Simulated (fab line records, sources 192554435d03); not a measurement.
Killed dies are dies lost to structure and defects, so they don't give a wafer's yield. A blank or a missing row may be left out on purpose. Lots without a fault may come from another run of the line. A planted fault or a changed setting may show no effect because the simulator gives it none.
A struck lot beside a sound one | flow n5_finfet | 14 steps out of a route of 1938
Sound: wafers L785.1, L785.2, L785.3. Struck: wafer L798.1. (L798.3, L798.5 of the same lot were not struck and are left out.) The cause comes at the end.
At each step with rows: each side's tool, then ch and its chambers, then its first start. Under that, the readings that differ: sound wafers | struck wafers | difference of the means | sigmas: that difference in standard deviations of wafers without a fault.
alike: readings whose means differ by less than 2 such deviations, and words and numbers that are the same on both sides. not compared: withheld readings, readings that some wafer has no value for, bounds like >300 that may hide the same value, and numbers for which the record gives no deviation and whose values overlap.
The two part at a step that has a row with sigmas, a row that says differs or no value, or rows on one side only. Numbers that don't overlap but have no deviation are shown without sigmas and don't part them. A reading that every wafer of one side lacks parts them only if that side has two wafers or more.

N5_BEOL_M12_OCD_MEAS_35:
  sound on ocd-02, day 13 02:22; struck on ocd-02, day 17 23:15
  alike: trench_depth_nm
N5_BEOL_M12_STRIP_37: strips in N2/H2.
  sound on plasma_asher-01 ch 0,1, day 13 02:24; struck on plasma_asher-02 ch 1, day 17 23:17
  reading                     | sound       | struck | difference | sigmas
  drypump_motor_current_A (A) | 4.7 5.8 4.7 | 6.5    | +1.4       | +2
  alike: heater_power_w, oes_product_au
  not compared: rf_hours_counter_h
N5_BEOL_M12_ETCH_38: etches SiCN in CF4/N2, target depth 68.7 nm, time 73.4 s.
  sound on rie_diel-06 ch 0,1,3, day 13 08:50; struck on rie_diel-03 ch 2, day 18 02:43
  reading                         | sound             | struck | difference | sigmas
  rf_vpp_V (V)                    | 383.1 378.1 381.8 | 375.6  | -5.4       | -3
  showerhead_plenum_p_Torr (Torr) | 2.22 2.09 2.20    | 2.01   | -0.16      | -2
  alike: drypump_motor_current_A, oes_product_au, throttle_valve_pct
  not compared: rf_hours_counter_h
then, 2 steps without rows for these wafers: N5_BEOL_M12_PRECLEAN_39 (cleans in residue remover, time 60 s); N5_BEOL_M12_SRD_40 (time 30 s, dry time 30 s).
N5_BEOL_M12_DEGAS_41: time 60 s.
  sound on pvd_sputter-03, day 13 09:17; struck on pvd_sputter-03, day 18 03:16
  alike: heater_power_w, susceptor_temp_C
then, 1 step without rows for these wafers: N5_BEOL_M12_PRE_CLEAN_42 (time 30 s).
N5_BEOL_M12_SPUTTER_43: material TaN, target thk 15 nm, time 24.19 s.
  sound on pvd_sputter-03, day 13 09:22; struck on pvd_sputter-03, day 18 03:20
  alike: susceptor_temp_C, throttle_valve_pct
N5_BEOL_M12_SPUTTER_44: material Ta, target thk 10 nm, time 16.13 s.
  sound on pvd_sputter-03, day 13 09:26; struck on pvd_sputter-03, day 18 03:25
  reading              | sound             | struck | difference | sigmas
  susceptor_temp_C (C) | 49.71 49.95 50.05 | 50.35  | +0.45      | +4
  alike: throttle_valve_pct
then, 3 steps without rows for these wafers: N5_BEOL_M12_SPUTTER_45 (material Cu, target thk 80 nm, time 13.33 s); N5_BEOL_M12_ECD_47 (material Cu, target thk 720 nm); N5_BEOL_M12_ANNEAL_48 (time 90 s).
N5_BEOL_M12_CMP_49: polishes, stops on SiOC, t overpolish 20.6 s, target thk 320 nm.
  sound on cmp-04 ch 0,1,3, day 13 10:09; struck on cmp-01 ch 1, day 18 05:58
  reading                      | sound                | struck | difference | sigmas
  barrier_field_endpoint_s (s) | 29.6 29.4 29.4       | 24.9   | -4.6       | -8
  head_pressure_psi (psi)      | 0.9994 0.9999 0.9998 | 1.2233 | +0.2236    | +97
  alike: edge_zone_pressure_frac, motor_current_A, overpolish_run_s
N5_PASSIVATION_PROBE_49:
  sound on prober-02, day 14 19:22; struck on prober-01, day 19 19:10
  alike: defect_limited_yield, killed_at_M0_to_M3, killed_at_M4_up, killed_at_contacts, killed_at_front_end, killed_at_other, killed_dies, killed_open, killed_short, sort_bin_5_function, sort_bin_6_memory, sort_n_pass, sort_yield_pct

WHERE THEY PART
First at N5_BEOL_M12_STRIP_37; last, within this record, at N5_BEOL_M12_CMP_49. Later steps at which nothing parts them and some readings are alike: N5_PASSIVATION_PROBE_49.

WHY: what the simulator had put in
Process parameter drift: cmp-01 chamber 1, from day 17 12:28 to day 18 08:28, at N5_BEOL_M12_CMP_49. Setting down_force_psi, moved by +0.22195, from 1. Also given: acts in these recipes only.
